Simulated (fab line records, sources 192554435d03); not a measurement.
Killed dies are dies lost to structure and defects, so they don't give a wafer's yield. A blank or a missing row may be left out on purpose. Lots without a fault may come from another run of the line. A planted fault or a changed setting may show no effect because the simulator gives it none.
Which tool did it? | flow n5_finfet | 11 lots, 32 wafers sampled, at 2 steps of a route of 1938

WHAT THE GAUGES READ, wafer by wafer
N5_MIM_BOT_LITHO_OVL_MEAS_11. Usual: MIM_BOT_OVL 1 nm, standard deviation 5.4.
lot  | measured     | on         | MIM_BOT_OVL (nm) | flag
L448 | day 12 10:31 | overlay-02 | 0 12 9           |
L449 | day 12 18:06 | overlay-01 | 2 7 -1           |
L455 | day 13 23:55 | overlay-02 | -2 0 3           |
L451 | day 14 04:19 | overlay-01 | -1 -1            |
L454 | day 14 04:26 | overlay-02 | 3 6 -1           |
L457 | day 14 15:37 | overlay-02 | -4 -3 -5         |
L462 | day 15 22:41 | overlay-02 | 3 8 6            |
L463 | day 16 05:38 | overlay-01 | -4 -3 -5         |
L467 | day 17 00:37 | overlay-02 | -3 3 1           |
L468 | day 17 01:17 | overlay-02 | 7 11 14          |
L469 | day 18 03:58 | overlay-02 | -10 -8 1         |

WHICH TOOL RAN EACH LOT (tool, then ch and the chambers of the sampled wafers, then the start)
lot  | N5_BEOL_M2_SPUTTER_90
L448 | pvd_sputter-02, day 7 02:36
L449 | pvd_sputter-03, day 7 04:01
L455 | pvd_sputter-03, day 8 12:07
L451 | pvd_sputter-02, day 8 12:30
L454 | pvd_sputter-02, day 8 14:20
L457 | pvd_sputter-02, day 9 03:19
L462 | pvd_sputter-02, day 10 22:21
L463 | pvd_sputter-02, day 11 08:23
L467 | pvd_sputter-03, day 11 20:14
L468 | pvd_sputter-01, day 12 03:23
L469 | pvd_sputter-03, day 12 06:19
- N5_BEOL_M2_SPUTTER_90: material Cu, target thk 4.5 nm, time 8.29 s.

WHAT THE TOOLS THEMSELVES READ (means of the sampled wafers that have a number; where no wafer has one, the mark that the record gives instead)
N5_BEOL_M2_SPUTTER_90. Usual: throttle_valve_pct 29.8 %, standard deviation 0.93.
lot  | tool           | throttle_valve_pct (%) | flag
L448 | pvd_sputter-02 | 28.8                   |
L449 | pvd_sputter-03 | 30.7                   |
L455 | pvd_sputter-03 | 30.3                   |
L451 | pvd_sputter-02 | 30.6                   |
L454 | pvd_sputter-02 | 30.1                   |
L457 | pvd_sputter-02 | 29.1                   |
L462 | pvd_sputter-02 | 29.2                   |
L463 | pvd_sputter-02 | 28.4                   |
L467 | pvd_sputter-03 | 30.7                   |
L468 | pvd_sputter-01 | 29.8                   |
L469 | pvd_sputter-03 | 30.4                   |

THE ANSWER, worked out from the rows above alone
Rule: a lot is off if the mean of its wafers that have a number lies more than 3 standard deviations from the usual mean. A lot without any number at a reading at which 4 lots or more have one is off too. The other lots that the step has rows for count as sound. The gauges are gone through in route order, then the tools' own readings, and for those a lot's mean is taken as printed above. The first step at which some lot is off is used, and at that step the reading that is off furthest; a lot without a number counts as furthest.
No lot is off at any reading shown: from this, nothing can be told.

WHAT THE SIMULATOR HAD PUT IN
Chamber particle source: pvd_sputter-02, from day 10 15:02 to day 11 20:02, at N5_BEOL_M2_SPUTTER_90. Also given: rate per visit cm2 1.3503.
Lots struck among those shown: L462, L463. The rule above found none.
